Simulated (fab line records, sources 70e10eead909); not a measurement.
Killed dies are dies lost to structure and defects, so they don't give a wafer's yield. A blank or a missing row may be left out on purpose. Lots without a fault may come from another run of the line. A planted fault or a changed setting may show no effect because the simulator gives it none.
Chamber matching | flow nand_harc | NHARC_A_CHANNEL_FILL_D1_ETCHBACK_20 on rie_diel-13: 4 sister chambers
The step etches the open film in C4F8/O2/Ar, target depth 27 nm, time 13.5 s. 7 wafers are shown with their chamber, then 8 later ones without.

WAFERS WITH THEIR CHAMBER
wafer  | chamber | rf_vpp_V (V) | bias_w (W)
L081.1 | 3       | 980          | 1502
L082.6 | 2       | 978          | 1499
L089.1 | 2       | 979          | 1502
L089.2 | 0       | 978          | 1498
L090.1 | 0       | 976          | 1511
L090.5 | 1       | 984          | 1490
L091.2 | 1       | 984          | 1502

WAFERS WITHOUT THEIR CHAMBER
wafer  | rf_vpp_V (V) | bias_w (W)
L091.3 | 979          | 1492
L091.5 | 978          | 1498
L094.1 | 976          | 1495
L094.4 | 979          | 1501
L094.5 | 977          | 1503
L097.3 | 978          | 1507
L097.5 | 977          | 1502
L097.6 | 983          | 1495

WHICH CHAMBER EACH WENT THROUGH
wafer  | from the rows above          | in truth
L091.3 | can't be placed: 2 or 3 or 0 | 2
L091.5 | can't be placed: 2 or 0 or 3 | 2
L094.1 | can't be placed: 0 or 2      | 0
L094.4 | can't be placed: 2 or 3 or 0 | 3
L094.5 | can't be placed: 0 or 2      | 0
L097.3 | can't be placed: 2 or 0 or 3 | 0
L097.5 | can't be placed: 0 or 2      | 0
L097.6 | 1                            | 1
Placed correctly: 1 of 8. Can't be placed from these rows: 7 (the true chamber is among the candidates in 7). Placed wrongly: 0.
How it was worked out, from the rows above alone: a wafer's distance from a chamber is the root of the sum, over the readings, of the square of ((its reading less the chamber's mean) divided by the reading's scatter). The wafer belongs to the nearest chamber; if the next one is less than 2 further off, it can't be placed. A chamber's mean is the mean of its shown wafers. The scatter: the root of (the sum of the squares of (reading less its chamber's mean) over the shown wafers, divided by (wafers less chambers)).
